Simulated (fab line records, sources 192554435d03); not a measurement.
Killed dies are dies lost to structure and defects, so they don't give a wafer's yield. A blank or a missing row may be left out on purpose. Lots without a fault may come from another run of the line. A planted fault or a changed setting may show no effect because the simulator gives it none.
Problem report in the 8D (eight disciplines) form, filled by code | flow n5_finfet | the parts of the form that need people (team, actions taken, sign-off) are left out

1. THE PROBLEM
trench_depth_nm at N5_BEOL_M1_OCD_MEAS_38 reads a mean of 77.9 nm on 2 wafers of 2 lots; wafers without a fault read 55.5 nm with a standard deviation of 1.5. That is +15 standard deviations from the usual mean.
First seen on wafer L643.2, day 8 06:07, on ocd-02. The record holds 26 wafers of 9 lots with a number at this step. Rule for "out", or "out of limits": more than 4 standard deviations from the usual mean. The other wafers with a number count as sound.

2. WHAT IT IS AND WHAT IT IS NOT
question                    | is               | is not
which readings at this step | trench_depth_nm  | -
which lots                  | L643, L644       | L636, L652, L653, L654, L655, L656, L657
which wafers of those lots  | L643.2, L644.5   | L643.3, L643.4, L644.1, L644.6
read on which gauges        | ocd-01, ocd-02   | -
when                        | from day 8 06:07 | up to then (5 sound wafers); but 19 sound wafers of L644, L652, L653, L654, L655, L656, L657 came after

3. SUSPECTS, AND WHAT RULES EACH OUT
Counting: a tool at a process step up to the reading stays a suspect if it ran every lot that is out. Sound lots after the first of them don't rule it out here, since some wafers of a struck lot are sound.
- the gauge at N5_BEOL_M1_OCD_MEAS_38: ruled out. The wafers that are out were read on 2 gauges (ocd-01, ocd-02).
- rie_diel-01 at N5_BEOL_M1_TRENCH_ETCH_37 (etches SiOC in C4F6/O2, target depth 55.207 nm, time 29 s): kept. It ran every lot that is out, first L643 (day 8 05:58); its last sound lot up to then is L636 (day 6 15:53).
- Within rie_diel-01 at N5_BEOL_M1_TRENCH_ETCH_37: the wafers that are out ran in chamber 0; their sound lot-mates ran in chambers 1, 2, 3.
Left after counting: rie_diel-01 at N5_BEOL_M1_TRENCH_ETCH_37.

4. THE CAUSE (what the simulator had put in)
Process parameter drift: rie_diel-01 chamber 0, from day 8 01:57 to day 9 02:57, at N5_BEOL_M1_TRENCH_ETCH_37. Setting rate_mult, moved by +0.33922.
Counting left only this tool.

5. THE CHAIN OF EFFECTS, in route order
Each row: a reading whose mean over the struck wafers that have a number lies more than 3 standard deviations from the usual. Only readings for which the record gives a usual standard deviation are gone through. hours: the time from each lot's start at the first step in this table that gives one to its start at this step, as a median over the lots. sigmas: the change in usual standard deviations.
hours | step                      | reading              | usual     | on struck wafers | change | sigmas
0     | N5_BEOL_M1_TRENCH_ETCH_37 | oes_product_au       | 0.86 a.u. | 1.12             | +0.26  | +3.9
0     | N5_BEOL_M1_OCD_MEAS_38    | trench_depth_nm      | 55.5 nm   | 77.9             | +22.4  | +15
157   | N5_PASSIVATION_PROBE_49   | defect_limited_yield | 91.5 %    | 70.0             | -21.5  | -15
157   | N5_PASSIVATION_PROBE_49   | killed_at_M0_to_M3   | 32        | 287              | +255   | +23
157   | N5_PASSIVATION_PROBE_49   | killed_dies          | 100       | 354              | +254   | +15
157   | N5_PASSIVATION_PROBE_49   | killed_on_rim        | 13        | 104              | +92    | +23
157   | N5_PASSIVATION_PROBE_49   | sort_n_pass          | 1079      | 826              | -254   | -15
157   | N5_PASSIVATION_PROBE_49   | sort_yield_pct       | 91.4 %    | 70.0             | -21.4  | -14
The process steps in it:
- N5_BEOL_M1_TRENCH_ETCH_37: etches SiOC in C4F6/O2, target depth 55.207 nm, time 29 s.
- N5_PASSIVATION_PROBE_49
Later measuring or inspecting steps at which every struck wafer that the step has a row for has a number for every such reading, and none has moved that far: N5_BEOL_M4_RC_MEAS_101.

6. WHAT WOULD HAVE CAUGHT IT SOONER
In this record the first reading out of limits at a measuring or inspecting step was taken at day 8 06:07, 4 hours after the fault began at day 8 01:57.
Of the tool readings at N5_BEOL_M1_TRENCH_ETCH_37 for which the record gives a usual standard deviation, none was out on any struck wafer, so an alarm limit of 4 standard deviations on them would not have fired.
Of the lots that are out (2), L644 began N5_BEOL_M1_TRENCH_ETCH_37 on rie_diel-01 after day 8 06:07. A hold on the tool at that time would have spared it.
